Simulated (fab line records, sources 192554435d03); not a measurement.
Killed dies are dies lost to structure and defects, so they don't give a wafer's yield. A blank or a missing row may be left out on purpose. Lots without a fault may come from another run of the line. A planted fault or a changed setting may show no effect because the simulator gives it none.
fab line records | flow n5_finfet
record lots=6 wafers=18 last_day=21
route steps=1938 shown MOL_CONTACT_COAG@523 BEOL_M4@1111 PASSIVATION@1936
lots that met no fault: from a run of the same line without faults
start_h: hours from the record's first day to the start of the lot's first wafer shown | wait_h: hours since the lot's step before | " the same as in the row above | L1.1+2: a row that stands for several wafers | - no value, or no start given | * or withheld: withheld | < > ~ a bound
route shown NAME@n: a module of which the file shows steps, and the number in the route of the first | usual: mean/standard deviation of fault-free wafers | same: alike in all rows | chamber/n: place in a boat | sites: the reading at each site | _std_site: their standard deviation | _edge_site: outer sites' mean less inner sites' | radius_mm: how far each site lies from the wafer's centre | mask NAME#n: copy n | behind: the tool/chamber that last shaped the wafer | hold: why the lot was held/for how many hours/how that ended | device: the transistor (n, p or np) that didn't switch | end of line: the same wafers' tests at the end of the route | a step without rows: its recipe alone | killed: dies lost to structure and defects at the first sort, not the wafer's yield | map: a wafer's dies, x killed, . not, _ none there
set.NAME: the setting as run; set.NAME@STEP: as run at that earlier step | model.NAME: the simulator's own value behind a step, which no gauge read
lots at some steps of the route; a table a step, a row a wafer
services: from which hour (start_h, from the record's first day; less than 0 if before it) a tool's chamber was out of use, for how many hours, and why
## steps
# step N5_MOL_CONTACT_COAG_EXPOSE_05
# recipe mask_id=CA na=0.33 source_shape=annular sigma_inner=0.4 sigma_outer=0.8 polarization=unpolarized defocus_nm=0 dose_mj=38.25
# step N5_MOL_CONTACT_COAG_PEB_06
# recipe peb_temp_c=100 peb_time_s=60 resist=CAR-EUV
# step N5_MOL_CONTACT_COAG_DEVELOP_07
# recipe develop_time_s=30 developer=TMAH resist=CAR-EUV rinse_liquid=surfactant_rinse dry=air_spin dev_temp_c=23
# step N5_MOL_CONTACT_COAG_CD_MEAS_08
# recipe target_cd_nm=28 landing_energy_ev=500 detector=se_inlens polarity=opening
# usual cd_nm=27.95/0.25
# columns lot.wafer tool chamber start_h wait_h cd_nm
L930.1 cd_sem-03 0 102.11 - 28.07
L930.3 " 0 " " 27.86
L930.4 " 0 " " 28.00
L937.3 cd_sem-02 0 144.78 - 28.16
L937.4 " 0 " " 28.06
L937.6 " 0 " " 27.96
L945.1 cd_sem-03 0 188.12 - 28.02
L945.2 " 0 " " 28.31
L945.5 " 0 " " 27.76
L946.1 cd_sem-01 0 194.94 - 27.49
L946.2 " 0 " " 27.98
L946.4 " 0 " " 27.73
L948.2 cd_sem-02 0 210.80 - 28.00
L948.5 " 0 " " 27.34
L948.6 " 0 " " 27.77
L949.2 cd_sem-02 0 217.43 - 28.22
L949.4 " 0 " " 27.92
L949.5 " 0 " " 27.88
# step N5_MOL_CONTACT_COAG_OVL_MEAS_09
# recipe points_per_wafer=522
# usual CA_OVL=-0.2/0.79
# columns lot.wafer tool chamber start_h wait_h CA_OVL[nm]
L930.1 overlay-02 0 102.14 0.0 0.8
L930.3 " 0 " " 0.3
L930.4 " 0 " " 1.0
L937.3 overlay-02 0 144.82 0.0 1.0
L937.4 " 0 " " 0.0
L937.6 " 0 " " 0.1
L945.1 overlay-01 0 188.15 0.0 -0.8
L945.2 " 0 " " -1.4
L945.5 " 0 " " -1.0
L946.1 overlay-02 0 194.97 0.0 -0.8
L946.2 " 0 " " -1.5
L946.4 " 0 " " -1.1
L948.2 overlay-01 0 210.85 0.0 1.2
L948.5 " 0 " " 1.0
L948.6 " 0 " " 0.4
L949.2 overlay-02 0 217.47 0.0 -0.1
L949.4 " 0 " " -0.1
L949.5 " 0 " " -0.1
# step N5_MOL_CONTACT_COAG_INSPECT_10
# recipe mode=adi inspect_instrument=brightfield
# usual raw_defect_count=73/26
# columns lot.wafer tool chamber start_h wait_h raw_defect_count
L930.1 defect_inspect-01 - 102.20 0.1 59
L930.3 " - " " 81
L930.4 " - " " 119
L937.3 defect_inspect-01 - 144.86 0.0 86
L937.4 " - " " 89
L937.6 " - " " 60
L945.1 defect_inspect-01 - 188.21 0.1 61
L945.2 " - " " 68
L945.5 " - " " 49
L946.1 defect_inspect-02 - 195.03 0.1 86
L946.2 " - " " 51
L946.4 " - " " 55
L948.2 defect_inspect-01 - 210.90 0.0 69
L948.5 " - " " 81
L948.6 " - " " 69
L949.2 defect_inspect-02 - 217.52 0.0 92
L949.4 " - " " 56
L949.5 " - " " 106
# step N5_MOL_CONTACT_COAG_DESCUM_13
# recipe chemistry=O2 time_s=7 source_power_w=50 bias_power_w=20 pressure_mtorr=20 rf_frequency_hz=2.712e+07 temp_c=40 resist=CAR-EUV o2_flow_sccm=225
# usual drypump_motor_current_A=5.9/0.42 oes_product_au=0.79/0.083 rf_vpp_V=243.8/1.2 showerhead_plenum_p_Torr=2.13/0.059 throttle_valve_pct=20.36/0.25
# same time_s=7
# columns lot.wafer tool chamber start_h wait_h drypump_motor_current_A oes_product_au rf_hours_counter_h rf_vpp_V showerhead_plenum_p_Torr throttle_valve_pct
L930.1 rie_diel-04 2 102.28 0.1 5.7 0.82 70 244.9 2.09 20.09
L930.3 " 3 " " 5.7 0.71 216 246.0 2.16 20.48
L930.4 " 1 " " 6.3 0.97 11 242.8 2.15 20.42
L937.3 rie_diel-01 1 144.90 0.0 5.9 0.70 217 241.7 2.09 20.87
L937.4 " 3 " " 6.5 0.77 154 243.3 2.10 20.20
L937.6 " 2 " " 5.6 0.74 - 243.8 2.08 20.09
L945.1 rie_diel-04 2 188.47 0.3 5.7 0.80 101 243.0 2.08 20.16
L945.2 " 3 " " 5.6 0.69 247 244.1 2.15 20.50
L945.5 " 1 " " 6.3 0.90 - 244.8 2.14 20.46
L946.1 rie_diel-04 1 195.07 0.0 6.3 0.90 44 242.6 2.14 20.48
L946.2 " 2 " " 5.7 0.79 103 243.4 2.08 20.13
L946.4 " 3 " " 5.6 0.69 250 244.8 2.15 20.52
L948.2 rie_diel-05 3 211.78 0.9 6.7 0.86 35 243.5 2.25 20.41
L948.5 " 3 " " 6.7 0.85 - 244.3 2.25 20.43
L948.6 " 0 " " 5.7 0.80 - 245.0 2.21 20.09
L949.2 rie_diel-05 2 217.74 0.2 5.8 0.85 60 243.9 2.10 20.09
L949.4 " 1 " " 6.2 0.91 31 245.6 2.23 20.55
L949.5 " 3 " " 6.7 0.85 - 244.7 2.25 20.42
# step N5_MOL_CONTACT_COAG_ETCH_59
# recipe chemistry=N2/H2 target=underlayer target_depth_a=130 mask_material=CAR-EUV time_s=10.4 ion_energy_ev=200 pressure_mtorr=30 source_w=840 bias_w=150 n2_flow_sccm=200 h2_flow_sccm=200 ends=cleared
# usual drypump_motor_current_A=5.9/0.42 etch_rf_on_time_s=10.42/0.27 n2_flow_sccm=200.0/0.59 oes_product_au=0.68/0.067 rf_vpp_V=525.3/2.1 showerhead_plenum_p_Torr=2.60/0.072 throttle_valve_pct=17.85/0.26
# columns lot.wafer tool chamber start_h wait_h drypump_motor_current_A etch_rf_on_time_s n2_flow_sccm oes_product_au rf_hours_counter_h rf_vpp_V showerhead_plenum_p_Torr throttle_valve_pct
L930.1 rie_diel-04 2 102.31 0.0 5.7 10.44 200.3 0.70 70 526.1 2.56 17.61
L930.3 " 3 " " 5.7 10.12 199.8 0.62 216 525.6 2.62 17.92
L930.4 " 1 " " 6.3 10.61 200.4 0.81 11 525.6 2.62 18.05
L937.3 rie_diel-01 1 144.93 0.0 5.9 10.51 199.7 0.58 217 524.4 2.50 18.11
L937.4 " 3 " " 6.4 10.71 198.8 0.64 154 523.7 2.54 17.60
L937.6 " 2 " " 5.6 10.30 199.9 0.65 - 521.7 2.55 17.71
L945.1 rie_diel-04 2 188.51 0.0 5.7 10.19 200.5 0.69 101 523.9 2.55 17.64
L945.2 " 3 " " 5.7 9.88 199.4 0.61 247 525.6 2.61 17.99
L945.5 " 1 " " 6.3 10.64 200.8 0.75 - 524.2 2.61 18.08
L946.1 rie_diel-04 1 195.11 0.0 6.3 10.53 199.8 0.75 44 525.4 2.61 18.10
L946.2 " 2 " " 5.7 10.17 200.2 0.68 103 525.5 2.55 17.66
L946.4 " 3 " " 5.6 9.88 199.4 0.61 250 526.2 2.61 18.01
L948.2 rie_diel-05 3 211.81 0.0 6.7 10.22 200.4 0.75 35 529.2 2.68 17.48
L948.5 " 3 " " 6.7 10.17 199.7 0.75 - 527.6 2.68 17.46
L948.6 " 0 " " 5.7 10.22 200.1 0.69 - 525.8 2.66 17.33
L949.2 rie_diel-05 2 217.77 0.0 5.8 10.69 199.4 0.70 60 523.8 2.59 17.76
L949.4 " 1 " " 6.2 10.10 199.0 0.77 31 528.2 2.72 18.10
L949.5 " 3 " " 6.7 10.17 199.7 0.74 - 529.1 2.68 17.47
# step N5_MOL_CONTACT_COAG_ETCH_105
# recipe chemistry=CF4 target=SiARC target_depth_a=156 mask_material=CAR-EUV time_s=26 ion_energy_ev=80 pressure_mtorr=40 source_w=545 bias_w=36 Ar_flow_sccm=100 cf4_flow_sccm=100 ends=cleared
# usual drypump_motor_current_A=5.9/0.42 etch_rf_on_time_s=26.0/0.69 oes_product_au=0.68/0.066 rf_vpp_V=184.4/1.1 showerhead_plenum_p_Torr=2.18/0.054 throttle_valve_pct=15.54/0.19
# columns lot.wafer tool chamber start_h wait_h drypump_motor_current_A etch_rf_on_time_s oes_product_au rf_hours_counter_h rf_vpp_V showerhead_plenum_p_Torr throttle_valve_pct
L930.1 rie_diel-04 2 102.33 0.0 5.7 26.3 0.69 70 183.2 2.18 15.45
L930.3 " 3 " " 5.7 24.6 0.63 216 185.7 2.20 15.67
L930.4 " 1 " " 6.3 26.5 0.81 11 185.0 2.19 15.47
L937.3 rie_diel-01 1 144.95 0.0 5.9 26.3 0.59 217 182.5 2.12 15.89
L937.4 " 3 " " 6.5 27.0 0.63 154 184.0 2.13 15.35
L937.6 " 2 " " 5.5 25.9 0.64 - 184.3 2.14 15.48
L945.1 rie_diel-04 2 188.53 0.0 5.7 26.2 0.68 101 186.2 2.17 15.49
L945.2 " 3 " " 5.7 24.9 0.61 247 185.8 2.19 15.73
L945.5 " 1 " " 6.3 26.3 0.75 - 184.7 2.17 15.51
L946.1 rie_diel-04 1 195.13 0.0 6.3 25.9 0.76 44 182.5 2.17 15.54
L946.2 " 2 " " 5.7 25.8 0.68 103 183.9 2.17 15.50
L946.4 " 3 " " 5.7 24.6 0.61 250 184.8 2.18 15.72
L948.2 rie_diel-05 3 211.83 0.0 6.7 25.1 0.76 35 185.4 2.26 15.30
L948.5 " 3 " " 6.7 25.2 0.75 - 185.5 2.26 15.31
L948.6 " 0 " " 5.7 25.1 0.71 - 186.6 2.25 15.26
L949.2 rie_diel-05 2 217.79 0.0 5.8 26.4 0.72 60 184.5 2.17 15.42
L949.4 " 1 " " 6.2 25.5 0.77 31 184.8 2.27 15.60
L949.5 " 3 " " 6.7 25.3 0.75 - 185.6 2.26 15.33
# step N5_MOL_CONTACT_COAG_ETCH_106
# recipe chemistry=N2/H2 target=SOC target_depth_a=800 overetch_a=160 mask_material=SiARC temp_c=40 time_s=120 ion_energy_ev=200 pressure_mtorr=30 source_w=840 bias_w=150 n2_flow_sccm=200 h2_flow_sccm=200
# usual drypump_motor_current_A=5.9/0.42 n2_flow_sccm=200.0/0.63 oes_product_au=0.71/0.071 rf_vpp_V=525.2/2.1 showerhead_plenum_p_Torr=2.60/0.072 throttle_valve_pct=17.82/0.26
# same time_s=120
# columns lot.wafer tool chamber start_h wait_h drypump_motor_current_A n2_flow_sccm oes_product_au rf_hours_counter_h rf_vpp_V showerhead_plenum_p_Torr throttle_valve_pct
L930.1 rie_diel-04 2 102.36 0.0 5.7 199.4 0.74 70 525.0 2.56 17.58
L930.3 " 3 " " 5.7 199.9 0.64 216 526.1 2.62 17.89
L930.4 " 1 " " 6.3 199.6 0.85 11 525.6 2.62 18.00
L937.3 rie_diel-01 1 144.98 0.0 5.9 200.0 0.62 217 521.7 2.50 18.10
L937.4 " 3 " " 6.5 200.2 0.68 154 523.5 2.54 17.58
L937.6 " 2 " " 5.5 200.5 0.68 - 523.8 2.55 17.68
L945.1 rie_diel-04 2 188.56 0.0 5.7 200.1 0.71 101 523.2 2.55 17.64
L945.2 " 3 " " 5.7 199.7 0.63 247 524.2 2.61 17.97
L945.5 " 1 " " 6.3 201.2 0.79 - 526.0 2.61 18.05
L946.1 rie_diel-04 1 195.15 0.0 6.3 199.5 0.79 44 524.9 2.61 18.07
L946.2 " 2 " " 5.7 199.8 0.70 103 522.0 2.55 17.65
L946.4 " 3 " " 5.7 200.7 0.62 250 525.7 2.61 17.96
L948.2 rie_diel-05 3 211.86 0.0 6.7 200.6 0.78 35 529.4 2.68 17.43
L948.5 " 3 " " 6.8 201.1 0.77 - 528.1 2.68 17.42
L948.6 " 0 " " 5.7 200.7 0.71 - 527.0 2.66 17.33
L949.2 rie_diel-05 2 217.82 0.0 5.8 200.2 0.76 60 524.0 2.59 17.71
L949.4 " 1 " " 6.2 200.7 0.79 31 526.2 2.72 18.06
L949.5 " 3 " " 6.7 201.7 0.77 - 527.1 2.68 17.45
# step N5_MOL_CONTACT_COAG_STRIP_107
# recipe chemistry=N2/H2 temp_c=40 n2_flow_sccm=200 h2_flow_sccm=200 rf_frequency_hz=6e+07
# step N5_MOL_CONTACT_COAG_STRIP_108
# recipe chemistry=N2/H2 temp_c=40 n2_flow_sccm=200 h2_flow_sccm=200 rf_frequency_hz=6e+07
# step N5_MOL_CONTACT_COAG_CONTACT_ETCH_14
# recipe chemistry=C4F6/O2 target=SiO2 target_depth_a=275 overetch_a=85 mask_material=SOC pressure_mtorr=30 source_w=370 bias_w=185 Ar_flow_sccm=300 C4F6_flow_sccm=16 O2_flow_sccm=10 time_s=20 ion_energy_ev=259.6
# usual C4F6_flow_sccm=16.00/0.046 drypump_motor_current_A=5.9/0.42 oes_ar_750_au=0.79/0.078 oes_product_au=0.67/0.067 rf_vpp_V=694.5/2.5 showerhead_plenum_p_Torr=2.93/0.088 throttle_valve_pct=21.19/0.16
# same time_s=20
# columns lot.wafer tool chamber start_h wait_h C4F6_flow_sccm drypump_motor_current_A oes_ar_750_au oes_product_au rf_hours_counter_h rf_vpp_V showerhead_plenum_p_Torr throttle_valve_pct model.SOC_of_MOL_CONTACT_COAG_COAT_103.thk_nm
L930.1 rie_diel-04 2 102.46 0.0 16.07 5.7 0.80 0.71 70 693.8 2.91 21.06 78.6
L930.3 " 3 " " 15.95 5.7 0.73 0.61 216 695.9 2.94 21.18 78.6
L930.4 " 1 " " 15.99 6.3 0.95 0.81 11 692.6 2.97 21.36 78.6
L937.3 rie_diel-01 1 145.08 0.0 15.99 5.9 0.68 0.58 217 693.1 2.82 21.39 78.8
L937.4 " 3 " " 16.03 6.5 0.74 0.65 154 692.5 2.86 20.87 78.6
L937.6 " 2 " " 16.08 5.5 0.75 0.64 - 692.4 2.88 21.07 78.6
L945.1 rie_diel-04 2 188.66 0.0 15.99 5.7 0.77 0.68 101 693.6 2.89 21.10 79
L945.2 " 3 " " 15.97 5.7 0.71 0.59 247 694.1 2.93 21.21 78.6
L945.5 " 1 " " 16.01 6.2 0.89 0.76 - 694.2 2.95 21.40 79
L946.1 rie_diel-04 1 195.25 0.0 16.07 6.3 0.88 0.75 44 694.4 2.95 21.41 78.8
L946.2 " 2 " " 15.96 5.7 0.78 0.68 103 693.4 2.89 21.11 78.2
L946.4 " 3 " " 15.91 5.7 0.71 0.59 250 695.1 2.92 21.22 78.8
L948.2 rie_diel-05 3 211.96 0.0 15.96 6.7 0.89 0.73 35 697.7 3.07 21.21 78.6
L948.5 " 3 " " 15.92 6.7 0.89 0.74 - 698.2 3.07 21.20 78.4
L948.6 " 0 " " 16.00 5.7 0.83 0.68 - 696.8 3.04 20.99 78.4
L949.2 rie_diel-05 2 217.92 0.0 16.00 5.8 0.83 0.72 60 692.7 2.90 21.04 78.8
L949.4 " 1 " " 16.02 6.2 0.86 0.76 31 697.2 3.04 21.34 78.4
L949.5 " 3 " " 16.03 6.7 0.88 0.74 - 697.7 3.07 21.22 78.6
# step N5_MOL_CONTACT_COAG_STRIP_109
# recipe chemistry=C4F6/O2 resist=SiARC rf_frequency_hz=6e+07
# step N5_BEOL_M4_RC_MEAS_101
# usual DIBL_N=37.7/2 DIBL_P=37.7/2.3 IOFF_N=0.18/0.039 IOFF_P=0.23/0.042 ION_N=681/12 ION_P=463/8 SS_N=71.9/0.68 SS_P=73.6/0.71 VT_N=248/3.2 VT_P=-249/3.1
# columns lot.wafer tool chamber start_h wait_h DIBL_N[mV/V] DIBL_P[mV/V] IOFF_N[nA/um] IOFF_P[nA/um] ION_N[uA/um] ION_P[uA/um] SS_N[mV/dec] SS_P[mV/dec] VT_N[mV] VT_P[mV]
L930.1 prober-02 0 264.92 0.0 37.5 35.6 0.14 0.20 668 467 72.1 73.1 252 -249
L930.3 " 0 " " 40.2 37.2 0.20 0.23 686 463 73.0 73.9 248 -249
L930.4 " 0 " " 40.6 40.5 0.21 0.28 684 467 72.9 74.7 243 -247
L937.3 prober-01 0 310.26 0.3 40.5 41.4 0.24 0.33 702 483 72.5 74.7 245 -243
L937.4 " 0 " " 37.3 37.3 0.18 0.25 683 469 71.3 73.2 246 -245
L937.6 " 0 " " 38.5 38.3 0.19 0.26 669 464 71.7 73.8 250 -248
L945.1 prober-02 0 348.45 0.0 38.2 37.3 0.19 0.25 676 461 72.1 74.2 248 -250
L945.2 " 0 " " 37.6 35.4 0.19 0.23 685 471 71.3 73.7 245 -247
L945.5 " 0 " " 38.9 38.7 0.21 0.27 683 467 72.3 74.1 247 -248
L946.1 prober-01 0 360.05 0.0 40.2 38.8 0.22 0.27 684 466 72.6 73.9 245 -247
L946.2 " 0 " " 35.7 34.9 0.13 0.18 664 460 70.7 73.0 250 -253
L946.4 " 0 " " 39.5 38.7 0.21 0.25 688 471 71.4 73.8 247 -246
L948.2 prober-01 0 385.83 0.2 37.6 39.6 0.18 0.20 680 455 72.9 73.5 246 -252
L948.5 " 0 " " 37.9 40.1 0.19 0.23 671 456 71.9 73.6 248 -251
L948.6 " 0 " " 34.7 35.6 0.13 0.16 676 458 71.4 72.9 249 -257
L949.2 prober-02 0 386.03 0.2 35.5 34.6 0.14 0.18 679 460 72.0 73.1 250 -251
L949.4 " 0 " " 39.0 39.1 0.19 0.24 673 460 71.9 73.8 249 -250
L949.5 " 0 " " 34.2 33.2 0.12 0.16 670 461 70.5 72.4 250 -251
# step N5_PASSIVATION_PROBE_49
# usual defect_limited_yield=91.1/1.4 killed_at_M0_to_M3=34/9.6 killed_at_M4_up=15/5.3 killed_at_contacts=12/6.1 killed_at_front_end=40/11 killed_at_other=3.5/2.8 killed_dies=105/17 killed_open=70/12 killed_short=34/7.7 sort_bin_5_function=5.2/0.97 sort_bin_6_memory=3.4/0.62 sort_n_pass=1075/17 sort_yield_pct=91.1/1.4
# same gross_dies=1180 killed_at_back_side=0 sort_bin_4_leakage[%]=0 sort_bin_8_speed[%]=0
# columns lot.wafer tool chamber start_h wait_h defect_limited_yield[%] killed_at_M0_to_M3 killed_at_M4_up killed_at_contacts killed_at_front_end killed_at_other killed_dies killed_open killed_short sort_bin_5_function[%] sort_bin_6_memory[%] sort_n_pass sort_yield_pct[%]
L945.1 prober-02 - 449.85 0.0 89.6 33 11 13 62 4 123 69 38 4.7 4.2 1057 89.6
# killed by level:class
L945.1 HKMG_FIN:area_etch=15 FIN_SAQP:geometric_particle:open=13 FIN_SAQP:geometric_particle:short=12 MOL_CONTACT_COAG:geometric_particle:open=11 STI_FIN_REVEAL:geometric_particle:open=9 BEOL_M3:geometric_particle:open=9 BEOL_M2:geometric_particle:open=7 BEOL_M4:geometric_particle:open=7
## services
# columns tool chamber start_h hours kind
rie_diel-05 3 89.42 - clean
rie_diel-05 3 89.42 - consumable_replace:focus_ring
rie_diel-05 3 89.42 - consumable_replace:showerhead
rie_diel-05 3 89.42 32.7 scheduled_down
rie_diel-05 3 89.42 32.7 vent_cycle
rie_diel-05 - 89.99 15.6 pm
rie_diel-01 - 109.73 14.6 pm
rie_diel-05 1 122.16 - clean
rie_diel-05 1 122.16 - consumable_replace:focus_ring
rie_diel-05 1 122.16 - consumable_replace:showerhead
rie_diel-05 1 122.16 17.9 scheduled_down
rie_diel-05 1 122.16 17.9 vent_cycle
rie_diel-01 3 166.05 3.5 repair
rie_diel-04 0 198.98 - clean
rie_diel-04 0 198.98 - consumable_replace:focus_ring
rie_diel-04 0 198.98 36.9 scheduled_down
rie_diel-04 0 198.98 36.9 vent_cycle
rie_diel-04 1 200.64 69.6 repair
rie_diel-04 3 203.83 8.1 repair
rie_diel-01 - 214.57 2.8 pm
## key
first_sign none at tools or gauges
model_effect step=N5_MOL_CONTACT_COAG_CONTACT_ETCH_14 value=SOC_of_MOL_CONTACT_COAG_COAT_103.thk_nm without=79 struck=78.4
met_at N5_MOL_CONTACT_COAG_CONTACT_ETCH_14
struck_wafers L945.2,L946.2
baseline_loss step=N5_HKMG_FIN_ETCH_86 wafers=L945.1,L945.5
onset_between 102.46 188.66
fault kind=process_parameter_drift tool=rie_diel-04 chamber=- onset_h=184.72 steps=N5_MOL_CONTACT_COAG_CONTACT_ETCH_14 channel=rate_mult offset=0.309 shape=step end_h=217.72 scope=struck_wafers_only
# baseline_loss: these wafers lose ten dies or more at that step, a loss of the line's own and not of a fault; the sort's usual values leave them out
